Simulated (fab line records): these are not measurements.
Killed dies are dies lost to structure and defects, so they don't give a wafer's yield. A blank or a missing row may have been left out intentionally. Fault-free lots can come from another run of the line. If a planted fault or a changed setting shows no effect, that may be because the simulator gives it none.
A struck lot beside a sound one	flow nand harc	43 steps out of a route of 1159
Sound: wafers L752.1, L752.3, L752.5. Wafers struck: L745.2, L745.6. At the end, the cause is stated.
Order at every step that has rows: each side's tool, ch and its chambers, its first start. Under that, the readings that differ: sound wafers	struck wafers	difference of the means	sigmas: that difference in standard deviations of wafers without a fault.
alike: words and numbers the same on both sides, and readings whose means are apart by under 2 such deviations; not compared: readings that were withheld, readings missing a value for some wafer, numbers with overlapping values and no deviation given by the record, and bounds like >300 which may hide the same value.
The two part at a step that has a row with sigmas, a row that says differs or no value, or rows on one side only. Numbers that have no deviation but don't overlap get no sigmas and don't part them. A reading missing from all wafers of one side parts the sides only when that side holds two or more wafers.

first, 1 step without rows for these wafers: NHARC_A_CONTACT_ETCH_121 (etches the open film in C4F8/O2/Ar, time 94 s, target depth 922 nm).
NHARC_A_CONTACT_ETCH_122: etches the open film in C4F8/O2/Ar, time 95 s, target depth 930 nm.
  sound on har cap etch-01 ch 0,1, day 21 01:26; struck on har cap etch-02 ch 0,1, day 19 03:12
  not compared: rf hours counter h
then, 2 steps without rows for these wafers: NHARC_A_CONTACT_ETCH_123 (etches the open film in C4F8/O2/Ar, time 253 s, target depth 1090 nm); NHARC_A_CONTACT_ETCH_90 (etches the open film in CH3F/O2, target depth 40 nm, time 85.7 s).
NHARC_A_CONTACT_ETCH_96: etches the open film in C4F6/O2, target depth 20 nm, time 10 s.
  sound on rie diel-11 ch 0,3; struck on rie diel-11 ch 0
  alike: drypump motor current A, oes product au, rf vpp V, showerhead plenum p Torr, throttle valve pct
  not compared: rf hours counter h
NHARC_A_CONTACT_CD_MEAS_53:
  sound on cd sem-01 at day 21 02:24; struck on cd sem-01 at day 19 04:13
  alike: cd nm
then, 6 steps without rows for these wafers: NHARC_A_CONTACT_STRIP_99 (strips in N2/H2); NHARC_A_CONTACT_STRIP_100 (strips in CF4/CHF3); NHARC_A_CONTACT_STRIP_101 (strips in O2/COS); NHARC_A_CONTACT_ETCH_102 (etches the open film in CF4/O2, target depth 70 nm, overetch 7 nm, time 38.5 s); NHARC_A_CONTACT_STRIP_55 (strips in O2); NHARC_A_CONTACT_STRIP_56 (strips in post etch residue remover, time 600 s).
NHARC_A_CONTACT_DEP_57: deposits aC, target thk 2800 nm.
  sound on acl dep-02 ch 0, day 21 04:12; struck on acl dep-01 ch 0, day 19 06:11
  alike: throttle valve pct
then, 11 steps without rows for these wafers: NHARC_A_CONTACT_DEP_58 (deposits SiON, target thk 60 nm); NHARC_A_CONTACT_DEHYDRATE_59 (time 120 s); NHARC_A_CONTACT_HMDS_60 (time 30 s); NHARC_A_CONTACT_COAT_61 (time 75 s); NHARC_A_CONTACT_COAT_62 (time 65 s); NHARC_A_CONTACT_COAT_63 (resist thk 90 nm); NHARC_A_CONTACT_SOFTBAKE_64 (time 55 s); NHARC_A_CONTACT_EBR_65; NHARC_A_CONTACT_EXPOSE_66 (exposes mask A CC 2); NHARC_A_CONTACT_PEB_67 (peb time 65 s); NHARC_A_CONTACT_DEVELOP_68 (develop time 35 s).
NHARC_A_CONTACT_CD_MEAS_69: target cd 200 nm.
  sound on cd sem-01 ch 0, day 21 06:48; struck on cd sem-01 ch 0, day 19 08:25
  alike: cd nm
NHARC_A_CONTACT_OVL_MEAS_70:
  sound on overlay-01 at day 21 06:53; struck on overlay-01 at day 19 08:30
  alike: overlay x nm, overlay y nm
NHARC_A_CONTACT_INSPECT_71:
  sound on defect inspect-02 at day 21 06:55; struck on defect inspect-01 at day 19 08:32
  alike: raw defect count
then, 10 steps without rows for these wafers: NHARC_A_CONTACT_DESCUM_74 (chemistry O2, time 3 s); NHARC_A_CONTACT_ETCH_75 (etches the open film in CF4, target depth 39 nm, time 65 s); NHARC_A_CONTACT_ETCH_76 (etches the open film in N2/H2, target depth 260 nm, time 475.3 s); NHARC_A_CONTACT_ETCH_77 (etches the open film in CF4/CHF3, target depth 72.6 nm, time 36.3 s); NHARC_A_CONTACT_ETCH_78 (etches the open film in O2/COS, target depth 2800 nm, time 728 s); NHARC_A_CONTACT_ETCH_124 (etches the open film in C4F8/O2/Ar, time 140 s, target depth 700 nm); NHARC_A_CONTACT_ETCH_125 (etches the open film in C4F8/O2/Ar, time 155 s, target depth 956 nm); NHARC_A_CONTACT_ETCH_126 (etches the open film in C4F8/O2/Ar, time 155 s, target depth 956 nm); NHARC_A_CONTACT_ETCH_127 (etches the open film in C4F8/O2/Ar, time 155 s, target depth 956 nm); NHARC_A_CONTACT_ETCH_128 (etches the open film in C4F8/O2/Ar, time 155 s, target depth 956 nm).
NHARC_A_CONTACT_ETCH_129: etches the open film in C4F8/O2/Ar, time 155 s, target depth 956 nm.
  sound on har cap etch-02 ch 0,1, day 21 09:02; struck on har cap etch-02 ch 0,1, day 19 10:51
  not compared: rf hours counter h
NHARC_A_CONTACT_ETCH_130: etches the open film in C4F8/O2/Ar, time 155 s, target depth 956 nm.
  sound on har cap etch-02 ch 0,1, day 21 09:10; struck on har cap etch-02 ch 0,1, day 19 10:59
  not compared: rf hours counter h
then, 2 steps without rows for these wafers: NHARC_A_CONTACT_ETCH_131 (etches the open film in C4F8/O2/Ar, time 155 s, target depth 956 nm); NHARC_A_CONTACT_ETCH_132 (etches the open film in C4F8/O2/Ar, time 156 s, target depth 958 nm).
NHARC_A_CONTACT_ETCH_133: etches the open film in C4F8/O2/Ar, time 195 s, target depth 840 nm.
  sound on har cap etch-02 ch 0,1, day 21 09:37; struck on har cap etch-02 ch 0,1, day 19 11:25
  not compared: rf hours counter h
-- record jumps: 3 days between struck wafers' starts before vs after; left off in module A_CONTACT, resumes in module END, first step shown is number 1159 of the route --
NHARC_END_SORT_01:
  here the record holds rows for the struck wafers (prober-02 ch 0, day 22 03:39) but none for the sound ones

== WHERE THEY PART ==
NHARC_END_SORT_01 only, going by this record.

WHY: the cause the simulator had injected
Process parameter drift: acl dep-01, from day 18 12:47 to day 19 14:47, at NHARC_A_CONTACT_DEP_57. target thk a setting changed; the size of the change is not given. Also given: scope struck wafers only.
